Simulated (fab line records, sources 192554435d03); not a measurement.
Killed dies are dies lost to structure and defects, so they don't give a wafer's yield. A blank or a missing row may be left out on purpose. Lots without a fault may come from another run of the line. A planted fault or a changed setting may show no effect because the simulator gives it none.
Which tool did it? | flow n5_finfet | 11 lots, 33 wafers sampled, at 4 steps of a route of 1938

WHAT THE GAUGES READ, wafer by wafer
N5_MIM_BOT_LITHO_OVL_MEAS_11. Usual: MIM_BOT_OVL -5 nm, standard deviation 4.8.
lot  | measured     | on         | MIM_BOT_OVL (nm) | flag
L566 | day 11 19:26 | overlay-02 | -3 -16 -8        |
L567 | day 12 10:41 | overlay-01 | -5 2 0           |
L571 | day 13 00:39 | overlay-01 | -11 -3 -7        |
L578 | day 14 18:29 | overlay-01 | -4 5 -9          |
L576 | day 14 20:37 | overlay-01 | 619 614 619      | OFF
L577 | day 15 00:52 | overlay-01 | 620 621 623      | OFF
L579 | day 15 11:50 | overlay-01 | -8 -1 -4         |
L582 | day 15 20:11 | overlay-02 | 2 2 -4           |
L583 | day 16 06:07 | overlay-01 | -8 -9 -2         |
L584 | day 16 11:04 | overlay-01 | -7 3 -9          |
L589 | day 18 09:58 | overlay-01 | -12 -6 -9        |

WHICH TOOL RAN EACH LOT (tool, then ch and the chambers of the sampled wafers, then the start)
lot  | N5_MIM_TOP_ALD_02                           | N5_MIM_TOP_ETCH_PECVD_03        | N5_MIM_BOT_LITHO_EXPOSE_05
L566 | ald_hk-02 ch 0,2, day 11 18:55 or earlier   | pecvd-03 ch 1,2, day 11 18:55   | krf_scanner-01 ch 0, day 11 19:14
L567 | ald_hk-03 ch 0,1,3, day 12 10:10 or earlier | pecvd-01 ch 0,1, day 12 10:10   | krf_scanner-02 ch 0, day 12 10:29
L571 | ald_hk-03 ch 2,3, day 13 00:08 or earlier   | pecvd-02 ch 0,1, day 13 00:08   | krf_scanner-02 ch 0, day 13 00:27
L578 | ald_hk-01 ch 1,2,3, day 14 18:06 or earlier | pecvd-03 ch 0,1,2, day 14 18:06 | krf_scanner-01 ch 0, day 14 18:17
L576 | ald_hk-03 ch 1,3, day 14 20:04 or earlier   | pecvd-03 ch 1,2, day 14 20:04   | krf_scanner-02 ch 0, day 14 20:24
L577 | ald_hk-03 ch 0,2,3, day 15 00:28 or earlier | pecvd-01 ch 1,2, day 15 00:28   | krf_scanner-02 ch 0, day 15 00:40
L579 | ald_hk-01 ch 0,2, day 15 11:20 or earlier   | pecvd-03 ch 0,1, day 15 11:20   | krf_scanner-01 ch 0, day 15 11:38
L582 | ald_hk-02 ch 2,3, day 15 19:40 or earlier   | pecvd-03 ch 0,2, day 15 19:40   | krf_scanner-01 ch 0, day 15 19:58
L583 | ald_hk-03 ch 0,1,3, day 16 05:44 or earlier | pecvd-02 ch 0,1,2, day 16 05:44 | krf_scanner-01 ch 0, day 16 05:55
L584 | ald_hk-01 ch 0,1, day 16 10:41 or earlier   | pecvd-03 ch 0,2, day 16 10:41   | krf_scanner-01 ch 0, day 16 10:52
L589 | ald_hk-03 ch 0,2,3, day 18 09:34 or earlier | pecvd-01 ch 0,2, day 18 09:34   | krf_scanner-01 ch 0, day 18 09:45
- N5_MIM_TOP_ALD_02: deposits Al2O3, purge time 3 s, co reactant pulse time 3 s.
- N5_MIM_TOP_ETCH_PECVD_03: deposits SiNx from SiH4/NH3/N2, target thk 20 nm, time 17.6 s.
- N5_MIM_BOT_LITHO_EXPOSE_05: exposes mask MIM BOT.

WHAT THE TOOLS THEMSELVES READ (means of the sampled wafers that have a number; where no wafer has one, the mark that the record gives instead)
N5_MIM_TOP_ALD_02. Usual: precursor_pulse_height_rel 1.001, standard deviation 0.02.
lot  | tool      | precursor_pulse_height_rel | flag
L566 | ald_hk-02 | 1.005                      |
L567 | ald_hk-03 | 0.998                      |
L571 | ald_hk-03 | 0.982                      |
L578 | ald_hk-01 | 1.022                      |
L576 | ald_hk-03 | 0.990                      |
L577 | ald_hk-03 | 0.978                      |
L579 | ald_hk-01 | 1.028                      |
L582 | ald_hk-02 | 0.984                      |
L583 | ald_hk-03 | 0.999                      |
L584 | ald_hk-01 | 0.996                      |
L589 | ald_hk-03 | 1.001                      |

N5_MIM_TOP_ETCH_PECVD_03. Usual: heater_power_w 738 W, standard deviation 63; showerhead_plenum_p_Torr 5.12 Torr, standard deviation 0.054; throttle_valve_pct 39.0 %, standard deviation 2.
lot  | tool     | heater_power_w (W) | showerhead_plenum_p_Torr (Torr) | throttle_valve_pct (%) | flag
L566 | pecvd-03 | 776                | 5.08                            | 36.4                   |
L567 | pecvd-01 | 754                | 5.21                            | 40.9                   |
L571 | pecvd-02 | 796                | 5.11                            | 39.9                   |
L578 | pecvd-03 | 792                | 5.10                            | 38.6                   |
L576 | pecvd-03 | 789                | 5.10                            | 37.6                   |
L577 | pecvd-01 | 689                | 5.10                            | 39.1                   |
L579 | pecvd-03 | 730                | 5.13                            | 40.0                   |
L582 | pecvd-03 | 799                | 5.09                            | 40.1                   |
L583 | pecvd-02 | 719                | 5.12                            | 39.3                   |
L584 | pecvd-03 | 722                | 5.09                            | 40.1                   |
L589 | pecvd-01 | 760                | 5.20                            | 39.7                   |

THE ANSWER, worked out from the rows above alone
Rule: a lot is off if the mean of its wafers that have a number lies more than 3 standard deviations from the usual mean. A lot without any number at a reading at which 4 lots or more have one is off too. The other lots that the step has rows for count as sound. The gauges are gone through in route order, then the tools' own readings, and for those a lot's mean is taken as printed above. The first step at which some lot is off is used, and at that step the reading that is off furthest; a lot without a number counts as furthest.
Off: L576, L577, at N5_MIM_BOT_LITHO_OVL_MEAS_11 (MIM_BOT_OVL).
A tool fits if, at a process step before that reading, it ran every lot that is off, and no sound lot after the first of them. The gauges at N5_MIM_BOT_LITHO_OVL_MEAS_11 are tried like those tools. N5_MIM_TOP_ALD_02 gives no start for some lots, so the hours and the order of its lots are those of N5_MIM_TOP_ETCH_PECVD_03. One fits: krf_scanner-02 at N5_MIM_BOT_LITHO_EXPOSE_05. Its last sound lot is L571 (day 13 00:27), its first lot that is off L576 (day 14 20:24): a fault that began between those two fits.

WHAT THE SIMULATOR HAD PUT IN
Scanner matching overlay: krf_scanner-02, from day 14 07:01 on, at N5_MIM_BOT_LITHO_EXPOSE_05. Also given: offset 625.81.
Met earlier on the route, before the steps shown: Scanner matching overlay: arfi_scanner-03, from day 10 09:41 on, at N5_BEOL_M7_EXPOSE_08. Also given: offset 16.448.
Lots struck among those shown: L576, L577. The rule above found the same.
